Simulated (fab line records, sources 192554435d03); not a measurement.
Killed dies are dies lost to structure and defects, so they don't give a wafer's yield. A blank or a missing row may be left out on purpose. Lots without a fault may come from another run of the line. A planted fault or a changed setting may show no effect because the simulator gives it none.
fab line records | flow n5_finfet
record lots=5 wafers=15 last_day=19
route steps=1938 shown BEOL_M4@1089 BEOL_M5@1112 PASSIVATION@1936
lots that met no fault: from a run of the same line without faults
start_h: hours from the record's first day to the start of the lot's first wafer shown | wait_h: hours since the lot's step before | " the same as in the row above | L1.1+2: a row that stands for several wafers | - no value, or no start given | * or withheld: withheld | < > ~ a bound
route shown NAME@n: a module of which the file shows steps, and the number in the route of the first | usual: mean/standard deviation of fault-free wafers | same: alike in all rows | chamber/n: place in a boat | sites: the reading at each site | _std_site: their standard deviation | _edge_site: outer sites' mean less inner sites' | radius_mm: how far each site lies from the wafer's centre | mask NAME#n: copy n | behind: the tool/chamber that last shaped the wafer | hold: why the lot was held/for how many hours/how that ended | device: the transistor (n, p or np) that didn't switch | end of line: the same wafers' tests at the end of the route | a step without rows: its recipe alone | killed: dies lost to structure and defects at the first sort, not the wafer's yield | map: a wafer's dies, x killed, . not, _ none there
set.NAME: the setting as run; set.NAME@STEP: as run at that earlier step | model.NAME: the simulator's own value behind a step, which no gauge read
lots at some steps of the route; a table a step, a row a wafer
services: from which hour (start_h, from the record's first day; less than 0 if before it) a tool's chamber was out of use, for how many hours, and why
## steps
# step N5_BEOL_M4_ANNEAL_82
# recipe temp_c=400 time_s=240 ambient=vacuum
# step N5_BEOL_M4_SPUTTER_86
# recipe material=Cu target_thk_a=45 temp_c=-20 chamber_pressure_pa=0.07 power_w=withheld time_s=8.29
# step N5_BEOL_M4_ANNEAL_87
# recipe temp_c=400 time_s=240 ambient=vacuum
# step N5_BEOL_M4_SPUTTER_88
# recipe material=Cu target_thk_a=45 temp_c=-20 chamber_pressure_pa=0.07 power_w=withheld time_s=8.29
# step N5_BEOL_M4_ANNEAL_89
# recipe temp_c=400 time_s=240 ambient=vacuum
# step N5_BEOL_M4_SPUTTER_90
# recipe material=Cu target_thk_a=45 temp_c=-20 chamber_pressure_pa=0.07 power_w=withheld time_s=8.29
# step N5_BEOL_M4_ANNEAL_91
# recipe temp_c=400 time_s=240 ambient=vacuum
# step N5_BEOL_M4_SPUTTER_92
# recipe material=Cu target_thk_a=45 temp_c=-20 chamber_pressure_pa=0.07 power_w=withheld time_s=8.29
# step N5_BEOL_M4_ANNEAL_93
# recipe temp_c=400 time_s=240 ambient=vacuum
# step N5_BEOL_M4_SPUTTER_94
# recipe material=Cu target_thk_a=45 temp_c=-20 chamber_pressure_pa=0.07 power_w=withheld time_s=8.29
# step N5_BEOL_M4_ANNEAL_95
# recipe temp_c=400 time_s=240 ambient=vacuum
# step N5_BEOL_M4_SPUTTER_96
# recipe material=Cu target_thk_a=45 temp_c=-20 chamber_pressure_pa=0.07 power_w=withheld time_s=8.29
# step N5_BEOL_M4_ECD_50
# recipe material=Cu target_thk_a=3000
# columns lot.wafer tool chamber start_h wait_h
L759.1+2+5 ecd_cu-02 0,1,1 271.96 0.1
L762.1+5+6 ecd_cu-01 0,1,0 285.59 0.1
L765.2+4+5 ecd_cu-02 0,0,1 316.69 0.1
L769.3+4+5 ecd_cu-02 1,0,1 326.23 0.1
L770.2+3+5 ecd_cu-02 0,1,1 334.44 0.1
# step N5_BEOL_M4_ANNEAL_51
# recipe temp_c=225 time_s=90 ambient=N2
# step N5_BEOL_M4_CMP_52
# recipe stop_on=SiOC t_overpolish_s=6.8 down_force_psi=1 platen_rpm=50 clearing_platen_down_force_psi=1.5 clearing_platen_rpm=50 post_cmp_clean=cu_alkaline target_thk_nm=40 clearing_platen_pad_velocity_m_s=0.99484 pad_velocity_m_s=0.99484
# step N5_BEOL_M4_PRE_CLEAN_60
# recipe gas=NH3/H2 time_s=15 temp_c=* rf_power_w=300
# step N5_BEOL_M4_CO_CAP_55
# recipe material=Co target_thk_a=20 temp_c=200 precursor=CCTBA/H2 pressure_torr=30 time_s=102.1
# step N5_BEOL_M4_PRE_CLEAN_56
# recipe gas=NH3 time_s=15 temp_c=withheld rf_power_w=300
# step N5_BEOL_M4_DEP_57
# recipe material=SiCN target_thk_a=80 temp_c=withheld precursor=3MS/NH3 pressure_torr=3 rf_w=202 time_s=14
# step N5_BEOL_M5_ILD_DEP_00
# recipe material=SiCOH_lowk target_thk_a=1406.4 temp_c=300 precursor=DEMS/porogen pressure_torr=5 rf_w=500 time_s=25.9
# step N5_BEOL_M5_CURE_79
# recipe temp_c=385 time_s=240 ambient=He/Ar material=SiCOH_lowk
# step N5_BEOL_M5_PECVD_70
# recipe material=SiO2 target_thk_a=160 temp_c=400 precursor=TEOS/O2 pressure_torr=5.5 rf_w=450 teos_flow_sccm=53.8 gas=O2 flow_sccm=3000 time_s=18
# step N5_BEOL_M5_HM_DEP_02
# recipe material=TiN target_thk_a=200 temp_c=25 chamber_pressure_pa=0.49996
# step N5_BEOL_M5_COAT_59
# recipe resist=SOC temp_c=250 time_s=60 spin_rpm=1500 resist_thk_nm=60
# step N5_BEOL_M5_COAT_60
# recipe resist=SiARC temp_c=220 time_s=60 spin_rpm=1500 resist_thk_nm=12
# step N5_BEOL_M5_COAT_71
# recipe resist=underlayer temp_c=205 time_s=60 spin_rpm=1500 resist_thk_nm=5
# step N5_BEOL_M5_COAT_05
# recipe resist=CAR-EUV spin_rpm=1500 resist_thk_nm=30
# step N5_BEOL_M5_EBR_07
# recipe solvent=PGMEA ebr_width_mm=1.5
# step N5_BEOL_M5_SOFTBAKE_06
# recipe temp_c=110 time_s=60 resist=CAR-EUV
# step N5_BEOL_M5_EXPOSE_08
# recipe mask_id=M5 na=0.33 source_shape=annular sigma_inner=0.4 sigma_outer=0.8 polarization=unpolarized target_cd_nm=28 dose_mj=35.75
# step N5_BEOL_M5_PEB_09
# recipe peb_temp_c=100 peb_time_s=60 resist=CAR-EUV
# step N5_BEOL_M5_DEVELOP_10
# recipe develop_time_s=30 developer=TMAH resist=CAR-EUV rinse_liquid=surfactant_rinse dry=air_spin dev_temp_c=23
# step N5_BEOL_M5_DESCUM_16
# recipe chemistry=O2 time_s=7 source_power_w=50 bias_power_w=20 pressure_mtorr=20 rf_frequency_hz=2.712e+07 temp_c=40 resist=CAR-EUV o2_flow_sccm=225
# step N5_BEOL_M5_ETCH_72
# recipe chemistry=N2/H2 target=underlayer target_depth_a=65 mask_material=CAR-EUV time_s=5.2 ion_energy_ev=200 pressure_mtorr=30 source_w=840 bias_w=150 n2_flow_sccm=200 h2_flow_sccm=200 ends=cleared
# step N5_PASSIVATION_PROBE_49
# usual defect_limited_yield=91.5/1.4 killed_at_M0_to_M3=34/11 killed_at_M4_up=15/6 killed_at_contacts=11/5.9 killed_at_front_end=37/11 killed_at_other=3.6/2.9 killed_dies=101/17 killed_on_rim=13/4 killed_open=66/12 killed_short=33/7.8 sort_bin_5_function=5.0/0.97 sort_bin_6_memory=3.2/0.65 sort_n_pass=1079/17 sort_yield_pct=91.4/1.4
# same gross_dies=1180 killed_at_back_side=0 sort_bin_4_leakage[%]=0 sort_bin_8_speed[%]=0
# columns lot.wafer tool chamber start_h wait_h defect_limited_yield[%] killed_at_M0_to_M3 killed_at_M4_up killed_at_contacts killed_at_front_end killed_at_other killed_dies killed_on_rim killed_open killed_short sort_bin_5_function[%] sort_bin_6_memory[%] sort_n_pass sort_yield_pct[%]
L759.1 prober-02 - 381.59 0.0 90.8 40 18 7 42 1 108 8 67 40 5.1 3.9 1072 90.8
L759.2 prober-02 - 381.64 0.1 89.3 37 21 6 56 6 126 22 77 42 6.4 3.9 1054 89.3
L759.5 prober-02 - 381.79 0.2 92.7 36 15 5 26 4 86 9 48 37 4.4 2.7 1094 92.7
L762.1 prober-02 - 401.80 0.0 90.8 27 20 9 45 7 108 18 70 34 5.3 3.3 1072 90.8
L762.5 prober-02 - 402.00 0.2 92.8 34 6 11 30 4 85 11 50 31 4.7 2.1 1095 92.8
L762.6 prober-02 - 402.05 0.3 92.3 39 13 6 32 1 91 15 59 31 3.6 3.8 1089 92.3
L765.2 prober-02 - 427.58 0.1 70.2 12 290 12 33 5 352 39 48 20 18.5 9.5 828 70.2
L765.4 prober-02 - 427.68 0.2 66.9 26 317 10 33 5 391 50 53 27 19.7 11.7 789 66.9
L765.5 prober-02 - 427.73 0.2 69.2 23 273 22 38 7 363 45 70 29 18.1 10.3 817 69.2
L769.3 prober-01 - 441.02 0.1 68.4 41 286 7 34 5 373 42 76 43 18.2 11.4 807 68.4
L769.4 prober-01 - 441.07 0.2 69.1 39 297 7 22 0 365 45 53 33 19.2 9.8 815 69.1
L769.5 prober-01 - 441.12 0.2 71.4 31 267 9 26 5 338 50 52 25 17.5 10.1 842 71.4
L770.2 prober-01 - 445.36 0.1 68.8 35 287 6 36 4 368 41 51 44 19.0 10.4 812 68.8
L770.3 prober-01 - 445.41 0.1 69.2 29 289 10 29 7 364 45 50 34 19.0 10.0 816 69.2
L770.5 prober-01 - 445.51 0.2 71.4 37 266 0 29 5 337 37 54 29 16.7 10.0 843 71.4
# killed by level:class
L759.1 STI_FIN_REVEAL:geometric_particle:open=11 BEOL_M3:geometric_particle:open=10 BEOL_M0_SAQP:geometric_particle:open=9 BEOL_M4:geometric_particle:open=9 BEOL_M1:geometric_particle:open=8 FIN_SAQP:geometric_particle:short=5 GATE_CUT:geometric_particle:short=5 MOL_CONTACT_COAG:geometric_particle:open=5
L759.2 FIN_SAQP:geometric_particle:short=13 STI_FIN_REVEAL:geometric_particle:open=11 BEOL_M3:geometric_particle:open=11 BEOL_M4:geometric_particle:open=11 STARTING-WAFER:geometric_particle:open=8 FIN_SAQP:geometric_particle:open=7 DUMMY_GATE:geometric_particle:open=6 BEOL_M0_SAQP:geometric_particle:short=6
L759.5 BEOL_M1:geometric_particle:open=9 BEOL_M3:geometric_particle:open=8 GATE_CUT:geometric_particle:short=7 BEOL_M0_SAQP:geometric_particle:short=6 BEOL_M4:geometric_particle:open=6 DUMMY_GATE:geometric_particle:open=5 BEOL_M0_SAQP:geometric_particle:open=5 DUMMY_GATE:geometric_particle:short=4
L762.1 FIN_SAQP:geometric_particle:open=11 BEOL_M4:geometric_particle:open=11 BEOL_M0_SAQP:geometric_particle:short=9 FIN_SAQP:geometric_particle:short=8 MOL_CONTACT_COAG:geometric_particle:open=8 GATE_CUT:geometric_particle:open=6 BEOL_M3:geometric_particle:open=6 BEOL_M0_SAQP:geometric_particle:open=5
L762.5 BEOL_M0_SAQP:geometric_particle:short=10 MOL_CONTACT_COAG:geometric_particle:open=9 FIN_SAQP:geometric_particle:open=7 BEOL_M0_SAQP:geometric_particle:open=6 BEOL_M2:geometric_particle:open=5 STI_FIN_REVEAL:geometric_particle:open=4 GATE_CUT:geometric_particle:short=4 BEOL_M3:geometric_particle:open=4
L762.6 GATE_CUT:geometric_particle:short=7 BEOL_M0_SAQP:geometric_particle:short=7 BEOL_M0_SAQP:geometric_particle:open=7 BEOL_M3:geometric_particle:open=6 BEOL_M4:geometric_particle:open=6 FIN_SAQP:geometric_particle:open=5 MOL_CONTACT_COAG:geometric_particle:open=5 BEOL_M2:geometric_particle:open=5
L765.2 BEOL_M4:unspecified=282 FIN_SAQP:geometric_particle:open=11 MOL_CONTACT_COAG:geometric_particle:open=9 STI_FIN_REVEAL:geometric_particle:open=6 FIN_SAQP:geometric_particle:short=5 BEOL_M2:geometric_particle:open=5 MOL_CONTACT_COAG:geometric_particle:short=3 DUMMY_GATE:geometric_particle:open=2
L765.4 BEOL_M4:unspecified=308 FIN_SAQP:geometric_particle:open=10 FIN_SAQP:geometric_particle:short=6 MOL_CONTACT_COAG:geometric_particle:open=6 BEOL_M1:geometric_particle:open=6 STI_FIN_REVEAL:geometric_particle:open=5 BEOL_M0:geometric_particle:open=5 MOL_CONTACT_COAG:geometric_particle:short=4
L765.5 BEOL_M4:unspecified=264 MOL_CONTACT_COAG:geometric_particle:open=21 FIN_SAQP:geometric_particle:open=8 STI_FIN_REVEAL:geometric_particle:open=8 STI_FIN_REVEAL:geometric_particle:short=6 BEOL_M1:geometric_particle:open=5 STARTING-WAFER:geometric_particle:open=5 FIN_SAQP:geometric_particle:short=4
L769.3 BEOL_M4:unspecified=254 BEOL_M0_SAQP:geometric_particle:short=18 BEOL_M0_SAQP:geometric_particle:open=15 BEOL_M4:geometric_particle:open=13 BEOL_M4:geometric_particle:short=12 STI_FIN_REVEAL:geometric_particle:open=11 MOL_CONTACT_COAG:geometric_particle:open=7 FIN_SAQP:geometric_particle:short=6
L769.4 BEOL_M4:unspecified=279 FIN_SAQP:geometric_particle:short=8 BEOL_M0_SAQP:geometric_particle:open=8 BEOL_M3:geometric_particle:open=8 BEOL_M1:geometric_particle:short=7 MOL_CONTACT_COAG:geometric_particle:open=6 BEOL_M0_SAQP:geometric_particle:short=6 BEOL_M5:geometric_particle:open=6
L769.5 BEOL_M4:unspecified=260 FIN_SAQP:geometric_particle:open=12 BEOL_M2:geometric_particle:open=10 BEOL_M0_SAQP:geometric_particle:short=7 MOL_CONTACT_COAG:geometric_particle:open=6 BEOL_M0_SAQP:geometric_particle:open=6 BEOL_M3:geometric_particle:open=5 STI_FIN_REVEAL:geometric_particle:open=4
L770.2 BEOL_M4:unspecified=272 BEOL_M0_SAQP:geometric_particle:short=12 FIN_SAQP:geometric_particle:short=8 BEOL_M3:geometric_particle:open=7 BEOL_M0_SAQP:geometric_particle:open=5 FIN_SAQP:geometric_particle:open=4 STI_FIN_REVEAL:geometric_particle:open=4 BEOL_M4:geometric_particle:short=4
L770.3 BEOL_M4:unspecified=276 BEOL_M0_SAQP:geometric_particle:short=9 MOL_CONTACT_COAG:geometric_particle:open=7 BEOL_M0_SAQP:geometric_particle:open=7 STI_FIN_REVEAL:geometric_particle:open=5 FIN_SAQP:geometric_particle:open=4 FIN_SAQP:geometric_particle:short=4 BEOL_M2:geometric_particle:open=4
L770.5 BEOL_M4:unspecified=254 BEOL_M2:geometric_particle:open=10 STI_FIN_REVEAL:geometric_particle:open=8 FIN_SAQP:geometric_particle:short=7 BEOL_M3:geometric_particle:short=6 FIN_SAQP:geometric_particle:open=4 BEOL_M0_SAQP:geometric_particle:short=4 BEOL_M1:geometric_particle:open=4
# map L765.4 (x killed, . not)
_________________...x.x.xx.xx________________
______________...xxx.x....x.x..._____________
___________..x..x.....x.....x..x...__________
__________.....x.......x.x.xxx.x...._________
________.x...x..x.x...xx.x...x...xx..._______
_______..xx..........x.....xxx.......xx______
______xx.....xx.....x....xxx.......x.x.._____
_____.x...x..x....x..x...xxxx..x..x..xx.x____
____...x.x.xxx...x.xx.xx..x...x..x..x.xx..___
___.xx....xx..x.x..........x.x..xx.x....x..__
___xx....xx.xx..xx.x......x..x.x..xx.x.....__
__..x..x..x....xx.xxx......x....x.........x._
__..x...x.x.x...x.....xx....x..x..x........x_
_...xxx.x.x..x.x.........x.......x.x.x..xx...
_xx.x.xx.x.x..x..xx.x...xx..x...x.....xx..x.x
_.x..xx..x.x..x..xx.x.x...x.x....x.xx..xx..x.
_...xx.xx.x...x..x.x.xx.....x..x....x..x....x
_...xxx...xx..xx....x.....xxx..xx.....xx....x
_x..x..x.x......x..xx..xx.xx...x....x....x..x
_..xx.x.xx.x....x....xxx.x.xx....x.x.......x.
_x...x.x........xx..xx.x...xx..x....xxx..xxx.
__.....xxx..x.xx.x....x.xx...xx...x.....x..._
__..xx..x......xx..x..xxxx.x....x.x..x......_
___........x...x....x....xx......x..x..x..x__
___x...x.x...x.x...xxxx..x..xx.............__
____.xx..x.x.x..x.x...........xx.x....x..x___
_____......x....x........x.x.x..xx..xx..x____
______....x.....x....xx..x..x.x....xx..x_____
_______...x.xx...xx.......x......xx...x______
________x..x.....xx..x.xx.x..........._______
__________x..xx.x..x..x.x..x..x.x.x._________
___________x.xxx...xx.x...x.xx.....__________
______________.x.xxxx...x.....x._____________
_________________...xxxxx....________________
# map L769.3 (x killed, . not)
_________________.x.....x....________________
______________...xxxx....x......_____________
___________..x.......x......x..xx..__________
__________..x.x.....x.x..x...x......_________
________......x.x.x..x.x..x..x...x...._______
_______....x..x....x...x.x...x.xx.x.x.x______
______..x....xxxx..x...x.........xx.xx.._____
_____xxx..x..x.x..xx.....x.x..x.xxx..x...____
____x..x.x..x...xxx.x....x..x..........x..___
___x.xx..xx.xx......x.xxxx.x.x.xx......x...__
___..x..x......x....xx...x.x.xxx.x.xx..xx.x__
__..x..x.xx.xx.....x...x...x..x..x....x..x.x_
__..x.....x..xx.x.x..x.......xx...xxx.x....x_
_x..xx..x.x.x.x.xx..xxx...xx.x.x..xxx.....xxx
_.x.x...x....x...x...x......x..x.....x..x....
_x...x.......xx.....x....xx................x.
_xxxx.xxx.x..x.....x..x......x....x.x.x..xx..
_...........x.x.x...x.x..x..x..x..x...xxx.x.x
_...x..x........x.x.x.x.x....x...x.x..xx..x.x
_.xx.x...x..x..................xxxx......x...
_..x...x...xx.....x.x.xx.x.xx........x.x.....
__...x.x.x.xx.....x.....x..x.x.........xx..._
__x...xxxx..x..x.x..x.....x.x...x..x.xx.x..x_
___x.xx..x..xx.x......x.x.xx........x..x...__
___xx.....x...x...xxxx.......x..........x.x__
____...x....xx.xx.x.......xx....x...x...xx___
_____.x......x....x.x.x.x.xx....xx.x..x..____
______.xx.......x.xx..x....x......xxx..._____
_______x....xx.x.xx..xx...x.x..x.......______
________..........xxx..xxx..x....x..x._______
__________x..........x..x...xxx...x._________
___________.xx.....xxxx.x..xx......__________
______________........x..x.xxx.._____________
_________________......xx..x.________________
## services
# columns tool chamber start_h hours kind
ecd_cu-01 - 263.47 1.2 repair
ecd_cu-01 - 267.24 4.8 pm
ecd_cu-02 - 299.59 0.7 repair
## key
first_sign step=N5_PASSIVATION_PROBE_49 reading=killed_at_M4_up direction=up sigmas=45 usual=15 struck=286
effect step=N5_PASSIVATION_PROBE_49 reading=defect_limited_yield direction=down sigmas=16 usual=91.5 struck=69.4
more_kills_born_at N5_BEOL_M4_ECD_50@ecd_cu-02=2449
met_at N5_BEOL_M4_ECD_50
struck_wafers L765.2,L765.4,L765.5,L769.3,L769.4,L769.5,L770.2,L770.3,L770.5
onset_between 271.96 316.69
also_fits time
fault kind=chamber_particle_source tool=ecd_cu-02 chamber=- onset_h=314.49 steps=N5_BEOL_M4_ECD_50 rate_per_visit_cm2=0.53637 end_h=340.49
